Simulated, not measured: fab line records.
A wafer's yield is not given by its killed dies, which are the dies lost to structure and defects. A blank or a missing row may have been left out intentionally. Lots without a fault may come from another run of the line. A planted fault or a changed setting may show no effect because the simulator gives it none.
fab line records -- flow nand-harc
record: lots: 12, wafers: 36, last-day: 33
route steps=1302 shown A_BONDPAD@1223 THIN_TSV@1273 END@1302
lots with no fault: from the same line, run without faults
start-h: the number of hours between the record's first day and the start of the first shown wafer of the lot -- wait-h: hours from the lot's prior step to this one -- " repeats the value in the row above -- L1.1+2: one row covering several wafers at once -- - either no value or no given start -- * or withheld: withheld -- < > ~ a bound
route shown NAME@n: names a module that has steps shown in the file, with the first one's number in the route -- usual: average and standard deviation across the fault-free wafers -- same: alike in all rows -- chamber/n: place in a boat -- sites: per-site readings -- _std_site: their standard deviation -- _edge_site: outer sites' mean less inner sites' -- radius-mm: how far each site lies from the wafer's centre -- mask NAME#n: copy n -- behind: the last tool/chamber to shape the wafer -- hold: why the lot went on hold/how many hours it stayed there/how the hold came to an end -- device: the transistor (n, p or np) that didn't switch -- end of line: the tests these same wafers got at the end of their route -- step lacking rows: just its recipe -- killed: not the wafer's yield, but the dies lost to structure and defects at the first sort -- map: the dies of a wafer, with x for killed, . for not killed, _ for no die there
set.NAME: setting as actually run; set.NAME@STEP: the setting as run at that earlier step -- model.NAME: the simulator's own value behind a step, which no gauge read
one table for each step of the route and one row for each wafer, over a sample of lots
services: a tool's chamber out of use, with start hour (start-h, from the record's first day; less than 0 if before it), hours out, and reason
== steps ==
step: NHARC_A_BONDPAD_ETCH_24
recipe: target-depth-a: 300, over-etch-frac: 0.3, time-s: 72.99, ion-energy-ev: 150, cf4-flow-sccm: 50, n2-flow-sccm: 100, ar-flow-sccm: 150, rf-w: 300, bias-w: 100, chemistry: CF4/N2
usual: drypump-motor-current-A: 5.7/0.36, oes-product-au: 0.998/0.011, rf-vpp-V: 313.7/2.2, showerhead-plenum-p-Torr: 2.60/0.13, throttle-valve-pct: 19.794/0.0087
lot.wafer,tool,chamber,start-h,wait-h,drypump-motor-current-A,oes-product-au,rf-hours-counter-h,rf-vpp-V,showerhead-plenum-p-Torr,throttle-valve-pct
L255.2,rie-diel-09,2,-,-,5.6,0.997,6,311.2,2.45,19.803
L255.1,rie-diel-09,3,-,-,6.2,0.998,6,310.7,2.46,19.775
L255.5,rie-diel-09,3,-,-,6.2,1.007,-,311.5,2.46,19.787
L256.3,rie-diel-09,0,-,-,5.3,1.015,6,315.6,2.77,19.791
L256.2,rie-diel-09,2,-,-,5.7,1.006,6,311.8,2.45,19.784
L256.5,rie-diel-09,0,-,-,5.3,1.008,-,316.3,2.77,19.801
L258.3,rie-diel-10,0,-,-,5.8,1.017,4,315.8,2.73,19.800
L258.4,rie-diel-10,2,-,-,5.7,0.982,3,316.6,2.74,19.798
L258.5,rie-diel-10,1,-,-,5.2,0.995,-,312.9,2.53,19.790
L259.2,rie-diel-10,2,-,-,5.7,0.985,4,316.6,2.74,19.793
L259.3,rie-diel-10,3,-,-,6.3,0.985,5,311.0,2.53,19.785
L259.5,rie-diel-10,3,-,-,6.3,1.000,-,312.4,2.53,19.768
L260.1,rie-diel-09,1,-,-,5.7,0.999,22,310.6,2.43,19.799
L260.4,rie-diel-09,2,-,-,5.6,1.012,16,311.7,2.45,19.794
L260.6,rie-diel-09,3,-,-,6.2,0.993,-,311.5,2.46,19.792
L268.4,rie-diel-09,0,-,-,5.3,0.998,27,316.0,2.76,19.789
L268.5,rie-diel-09,2,-,-,5.6,1.012,-,311.5,2.44,19.784
L268.6,rie-diel-09,3,-,-,6.2,0.981,-,311.1,2.46,19.782
L269.2,rie-diel-10,1,684.15,0.2,5.2,0.997,2,312.5,2.53,19.795
L269.5,rie-diel-10,0,684.15,0.2,5.8,1.010,-,314.7,2.73,19.789
L269.6,rie-diel-10,1,684.15,0.2,5.2,1.006,-,312.6,2.53,19.789
L271.4,rie-diel-09,2,-,-,5.7,0.988,1,311.2,2.44,19.794
L271.1,rie-diel-09,1,-,-,5.7,0.997,1,316.9,2.84,19.794
L271.5,rie-diel-09,2,-,-,5.7,1.000,-,312.0,2.44,19.805
L272.2,rie-diel-10,3,-,-,6.3,0.985,4,313.0,2.53,19.796
L272.4,rie-diel-10,0,-,-,5.7,1.017,3,314.4,2.73,19.791
L272.5,rie-diel-10,2,-,-,5.7,1.000,-,315.3,2.74,19.805
L274.1,rie-diel-09,1,-,-,5.7,1.003,10,317.1,2.83,19.781
L274.2,rie-diel-09,0,-,-,5.3,0.985,10,316.4,2.75,19.796
L274.5,rie-diel-09,2,-,-,5.6,1.015,-,312.0,2.44,19.803
L275.1,rie-diel-10,2,-,-,5.7,0.987,3,317.5,2.74,19.796
L275.2,rie-diel-10,0,-,-,5.7,1.012,3,315.3,2.73,19.785
L275.5,rie-diel-10,2,-,-,5.7,0.985,-,316.5,2.74,19.786
L278.3,rie-diel-09,2,-,-,5.6,1.005,14,309.5,2.44,19.800
L278.1,rie-diel-09,3,-,-,6.2,0.989,13,310.9,2.45,19.796
L278.6,rie-diel-09,1,-,-,5.7,1.016,-,317.1,2.83,19.790
step: NHARC_A_BONDPAD_PVD_17
recipe: target-thk-a: 50, bias-v: 168.6, power-w: 15000, chamber-pressure-pa: 0.12, time-s: 8.06, substrate-temp-c: 50, material: TaN
usual: chamber-pressure-pa: 0.12/0.00022, throttle-valve-pct: 30.0/1.1
lot.wafer,tool,chamber,start-h,wait-h,chamber-pressure-pa,throttle-valve-pct
L255.1,pvd-sputter-02,-,-,-,0.12019,31.7
L255.2,pvd-sputter-02,-,-,-,0.1201,29.6
L255.5,pvd-sputter-02,-,-,-,0.12035,31.5
L256.3,pvd-sputter-03,-,-,-,0.12009,29.0
L256.2,pvd-sputter-03,-,-,-,0.11969,31.8
L256.5,pvd-sputter-03,-,-,-,0.1198,29.0
L258.3,pvd-sputter-03,-,-,-,0.12026,28.2
L258.4,pvd-sputter-03,-,-,-,0.12017,27.9
L258.5,pvd-sputter-03,-,-,-,0.12013,28.3
L259.3,pvd-sputter-01,-,-,-,0.11995,30.5
L259.2,pvd-sputter-01,-,-,-,0.12,30.4
L259.5,pvd-sputter-01,-,-,-,0.11989,30.5
L260.1,pvd-sputter-03,-,-,-,0.12037,28.1
L260.4,pvd-sputter-03,-,-,-,0.11984,29.2
L260.6,pvd-sputter-03,-,-,-,0.11997,28.0
L268.4,pvd-sputter-03,-,-,-,0.11962,27.9
L268.5,pvd-sputter-03,-,-,-,0.1198,28.1
L268.6,pvd-sputter-03,-,-,-,0.11989,28.3
L269.2,pvd-sputter-02,-,-,-,0.11996,31.0
L269.5,pvd-sputter-02,-,-,-,0.11975,30.0
L269.6,pvd-sputter-02,-,-,-,0.12024,29.5
L271.1,pvd-sputter-01,-,-,-,0.1203,30.4
L271.4,pvd-sputter-01,-,-,-,0.11995,30.7
L271.5,pvd-sputter-01,-,-,-,0.1199,30.1
L272.2,pvd-sputter-01,-,-,-,0.12015,30.9
L272.4,pvd-sputter-01,-,-,-,0.12024,30.3
L272.5,pvd-sputter-01,-,-,-,0.12017,30.0
L274.2,pvd-sputter-01,-,-,-,0.12021,30.1
L274.1,pvd-sputter-01,-,-,-,0.1204,30.2
L274.5,pvd-sputter-01,-,-,-,0.12028,30.7
L275.1,pvd-sputter-02,-,-,-,0.11984,30.5
L275.2,pvd-sputter-02,-,-,-,0.11988,29.8
L275.5,pvd-sputter-02,-,-,-,0.11991,31.1
L278.3,pvd-sputter-01,-,-,-,0.11973,30.2
L278.1,pvd-sputter-01,-,-,-,0.12025,30.0
L278.6,pvd-sputter-01,-,-,-,0.1198,29.9
step: NHARC_THIN_TSV_PVD_51
recipe: target-thk-a: 1000, chamber-pressure-pa: 5, material: Cu
usual: chamber-pressure-pa: 5.001/0.0097, throttle-valve-pct: 30.0/1.1
lot.wafer,tool,chamber,start-h,wait-h,chamber-pressure-pa,throttle-valve-pct
L256.2,pvd-sputter-03,-,565.37,-,4.984,28.1
L256.3,pvd-sputter-03,-,565.37,-,5.015,31.8
L256.5,pvd-sputter-03,-,565.37,-,4.993,28.0
L255.2,pvd-sputter-01,-,566.50,-,5.022,30.0
L255.1,pvd-sputter-01,-,566.50,-,4.991,29.5
L255.5,pvd-sputter-01,-,566.50,-,5.002,30.3
L258.4,pvd-sputter-01,-,578.50,-,4.989,29.9
L258.3,pvd-sputter-01,-,578.50,-,4.995,30.4
L258.5,pvd-sputter-01,-,578.50,-,5.005,30.4
L259.3,pvd-sputter-01,-,611.71,-,4.992,30.8
L259.2,pvd-sputter-01,-,611.71,-,5.002,30.0
L259.5,pvd-sputter-01,-,611.71,-,4.986,30.2
L260.4,pvd-sputter-02,-,620.76,-,5.001,29.7
L260.1,pvd-sputter-02,-,620.76,-,4.994,30.1
L260.6,pvd-sputter-02,-,620.76,-,5.007,31.4
L268.4,pvd-sputter-01,-,686.53,-,4.974,30.3
L268.6,pvd-sputter-01,-,686.53,-,4.996,30.7
L268.5,pvd-sputter-01,-,686.53,-,5.010,30.1
L269.2,pvd-sputter-02,-,705.65,-,5.007,30.1
L269.5,pvd-sputter-02,-,705.65,-,4.997,30.6
L269.6,pvd-sputter-02,-,705.65,-,5.009,31.2
L271.4,pvd-sputter-01,-,706.96,-,5.001,30.7
L271.1,pvd-sputter-01,-,706.96,-,4.994,30.2
L271.5,pvd-sputter-01,-,706.96,-,4.987,30.6
L272.4,pvd-sputter-01,-,750.97,-,4.978,30.1
L272.2,pvd-sputter-01,-,750.97,-,4.988,30.8
L272.5,pvd-sputter-01,-,750.97,-,4.987,30.5
L274.1,pvd-sputter-03,-,759.57,-,5.013,32.1
L274.2,pvd-sputter-03,-,759.57,-,5.000,28.3
L274.5,pvd-sputter-03,-,759.57,-,5.023,28.4
L275.1,pvd-sputter-03,-,761.94,-,5.007,28.7
L275.2,pvd-sputter-03,-,761.94,-,4.988,28.6
L275.5,pvd-sputter-03,-,761.94,-,4.997,28.5
L278.1,pvd-sputter-03,-,770.13,-,4.995,28.5
L278.3,pvd-sputter-03,-,770.13,-,5.000,28.4
L278.6,pvd-sputter-03,-,770.13,-,4.999,31.9
step: NHARC_THIN_TSV_CD_MEAS_37
usual: cd-nm: 4998.9/2.9
lot.wafer,tool,chamber,start-h,wait-h,cd-nm
L256.2,cd-sem-01,-,569.69,-,5004.6
L256.3,cd-sem-01,-,569.69,-,5002.1
L256.5,cd-sem-01,-,569.69,-,5001.0
L255.1,cd-sem-01,-,570.84,-,4998.5
L255.2,cd-sem-01,-,570.84,-,4998.5
L255.5,cd-sem-01,-,570.84,-,4998.2
L258.3,cd-sem-02,-,582.80,-,4993.7
L258.4,cd-sem-02,-,582.80,-,4998.3
L258.5,cd-sem-02,-,582.80,-,5001.4
L259.2,cd-sem-03,-,615.87,-,4995.4
L259.3,cd-sem-03,-,615.87,-,4996.0
L259.5,cd-sem-03,-,615.87,-,4997.7
L260.1,cd-sem-02,-,625.40,-,4999.8
L260.4,cd-sem-02,-,625.40,-,4996.7
L260.6,cd-sem-02,-,625.40,-,4994.4
L268.4,cd-sem-03,-,690.90,-,4998.9
L268.5,cd-sem-03,-,690.90,-,4993.9
L268.6,cd-sem-03,-,690.90,-,4997.2
L269.2,cd-sem-02,-,709.92,-,5000.9
L269.5,cd-sem-02,-,709.92,-,4997.8
L269.6,cd-sem-02,-,709.92,-,5001.3
L271.1,cd-sem-01,-,711.24,-,4993.8
L271.4,cd-sem-01,-,711.24,-,4998.3
L271.5,cd-sem-01,-,711.24,-,4994.7
L272.2,cd-sem-01,-,755.25,-,4998.2
L272.4,cd-sem-01,-,755.25,-,4999.9
L272.5,cd-sem-01,-,755.25,-,5003.6
L274.1,cd-sem-03,-,763.85,-,4995.5
L274.2,cd-sem-03,-,763.85,-,4993.2
L274.5,cd-sem-03,-,763.85,-,4993.1
L275.1,cd-sem-01,-,766.27,-,4996.3
L275.2,cd-sem-01,-,766.27,-,5001.3
L275.5,cd-sem-01,-,766.27,-,5000.8
L278.1,cd-sem-01,-,774.42,-,4998.0
L278.3,cd-sem-01,-,774.42,-,5000.9
L278.6,cd-sem-01,-,774.42,-,5002.8
step: NHARC_END_SORT_01
recipe: temp-c: 25
usual: defect-limited-yield: 91.6/2.8, killed-at-array: 53/19, killed-at-other: 0.8/1.2, killed-at-periphery: 3.7/2.3, killed-dies: 57/19, killed-open: 3.2/1.7, killed-short: 2.6/1.8, sort_bin_2_pct: 3.0/1.2, sort_bin_3_pct: 0.7/0.4, sort_bin_4_pct: 4.8/1.5, sort-n-pass: 620/19, sort-rim-yield-pct: 90/4.8, sort-yield-pct: 91.6/2.8
same: gross-dies: 677, sort_bin_5_pct[%]: 0, sort_bin_6_pct[%]: 0, sort_bin_7_pct[%]: 0, sort_bin_8_pct[%]: 0, sort-rim-n-gross: 106.00
lot.wafer,tool,chamber,start-h,wait-h,defect-limited-yield[%],killed-at-array,killed-at-other,killed-at-periphery,killed-dies,killed-open,killed-short,sort_bin_2_pct[%],sort_bin_3_pct[%],sort_bin_4_pct[%],sort-n-pass,sort-rim-yield-pct[%],sort-yield-pct[%]
L258.3,prober-02,0,593.09,3.1,0.3,25,638,12,675,5,2,96.3,0.4,3.0,2,0,0.3
L258.4,prober-02,0,593.90,3.4,93.6,37,0,6,43,2,3,2.2,0.3,3.8,634,91,93.6
L258.5,prober-02,0,594.70,3.7,0.1,31,639,6,676,6,4,96.3,0.1,3.4,1,0,0.1
L259.2,prober-01,0,624.27,2.8,87.3,85,0,1,86,3,0,5.6,0.9,6.2,591,82,87.3
L259.3,prober-01,0,625.07,3.1,85.5,95,0,3,98,3,3,5.9,1.2,7.4,579,86,85.5
L259.5,prober-01,0,626.66,3.7,0,82,594,1,677,0,0,93.5,0.9,5.6,0,0,0
killed by level:class
L258.3 THIN_TSV:area-pvd=638 A_CHANNEL_HOLE_D2:chamber-film-flake=16 P_GATE:chamber-film-flake=5 P_M0:chamber-film-flake=4 P_CONTACT:geometric-particle:open=2 A_CONTACT:chamber-film-flake=2 P_GATE:geometric-particle:open=1 A_CHANNEL_FILL_D1:geometric-particle:short=1
L258.4 A_CHANNEL_HOLE_D2:chamber-film-flake=29 P_M0:chamber-film-flake=4 A_CHANNEL_FILL_D2:geometric-particle:short=2 A_ONON_D1:geometric-particle:open=1 A_WL_FILL:geometric-particle:short=1 A_CONTACT:geometric-particle:open=1 P_GATE:chamber-film-flake=1 P_M2:chamber-film-flake=1
L258.5 THIN_TSV:area-pvd=639 A_CHANNEL_HOLE_D2:chamber-film-flake=16 A_CONTACT:chamber-film-flake=3 A_ONON_D2:geometric-particle:short=2 P_M0:chamber-film-flake=2 A_CHANNEL_HOLE_D1:chamber-film-flake=2 P_CONTACT:geometric-particle:open=1 P_M0:geometric-particle:short=1
L259.2 A_CHANNEL_HOLE_D1:chamber-film-flake=26 A_CHANNEL_HOLE_D2:chamber-film-flake=26 A_SLIT:chamber-film-flake=18 A_STAIRCASE:chamber-film-flake=4 A_CONTACT:chamber-film-flake=4 A_BLC:chamber-film-flake=3 A_DECK1_JOINT:geometric-particle:open=2 A_SOURCE_PLATE:geometric-particle:open=1
L259.3 A_CHANNEL_HOLE_D2:chamber-film-flake=30 A_SLIT:chamber-film-flake=28 A_CHANNEL_HOLE_D1:chamber-film-flake=17 A_CONTACT:chamber-film-flake=9 A_STAIRCASE:chamber-film-flake=3 A_BLC:chamber-film-flake=3 P_CONTACT:geometric-particle:open=1 A_ONON_D1:geometric-particle:short=1
L259.5 THIN_TSV:area-pvd=594 A_CHANNEL_HOLE_D2:chamber-film-flake=23 A_SLIT:chamber-film-flake=23 A_CHANNEL_HOLE_D1:chamber-film-flake=22 A_CONTACT:chamber-film-flake=7 A_BLC:chamber-film-flake=4 A_STAIRCASE:chamber-film-flake=2 P_BONDPAD:chamber-film-flake=1
== services ==
tool,chamber,start-h,hours,kind
rie-diel-10,3,524.76,7.6,repair
pvd-sputter-03,-,526.18,10.0,pm
rie-diel-09,0,530.69,-,clean
rie-diel-09,1,530.69,-,clean
rie-diel-09,2,530.69,-,clean
rie-diel-09,3,530.69,-,clean
pvd-sputter-02,-,559.35,4.8,repair
pvd-sputter-01,-,582.00,10.0,pm
rie-diel-09,2,583.96,4.6,repair
rie-diel-10,0,594.28,3.0,repair
rie-diel-10,-,596.54,9.0,pm
pvd-sputter-01,-,599.31,5.2,repair
pvd-sputter-03,-,622.75,2.2,repair
rie-diel-09,3,633.77,4.6,repair
pvd-sputter-02,-,638.00,10.0,pm
rie-diel-10,0,647.15,11.7,repair
pvd-sputter-03,-,670.08,3.7,repair
rie-diel-09,-,674.19,9.0,pm
rie-diel-10,2,682.69,5.3,repair
rie-diel-10,1,699.07,1.6,repair
pvd-sputter-03,-,704.18,10.0,pm
rie-diel-09,1,717.57,6.1,repair
pvd-sputter-01,-,733.25,1.5,repair
pvd-sputter-01,-,760.00,10.0,pm
== key ==
first-sign: step: NHARC_END_SORT_01, reading: killed-at-other, direction: up, sigmas: 99+, usual: 0.8, struck: 623.7
effect: step: NHARC_END_SORT_01, reading: sort_bin_2_pct, direction: up, sigmas: 75, usual: 3.0, struck: 95.4
more-kills-born-at: NHARC_THIN_TSV_PVD_51@pvd-sputter-01: 1871
met-at NHARC_THIN_TSV_PVD_51
struck-lots L258,L259
struck-wafers L258.3,L258.5,L259.5
later-rows-left-out L258.3,L258.5,L259.5
not-acting-at NHARC_A_BONDPAD_ETCH_24,NHARC_A_BONDPAD_PVD_17,NHARC_THIN_TSV_CD_MEAS_37
onset-between 566.50 578.50
fault: kind: process-parameter-drift, tool: pvd-sputter-01, chamber: -, onset-h: 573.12, steps: NHARC_THIN_TSV_PVD_51, channel: target-thk-a, offset: *, shape: step, end-h: 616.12, acts-in: *, stated: *, scope: struck-wafers-only
later-rows-left-out: the simulator's readings of these wafers behind a module that went badly wrong aren't trusted and aren't shown, but for the sort
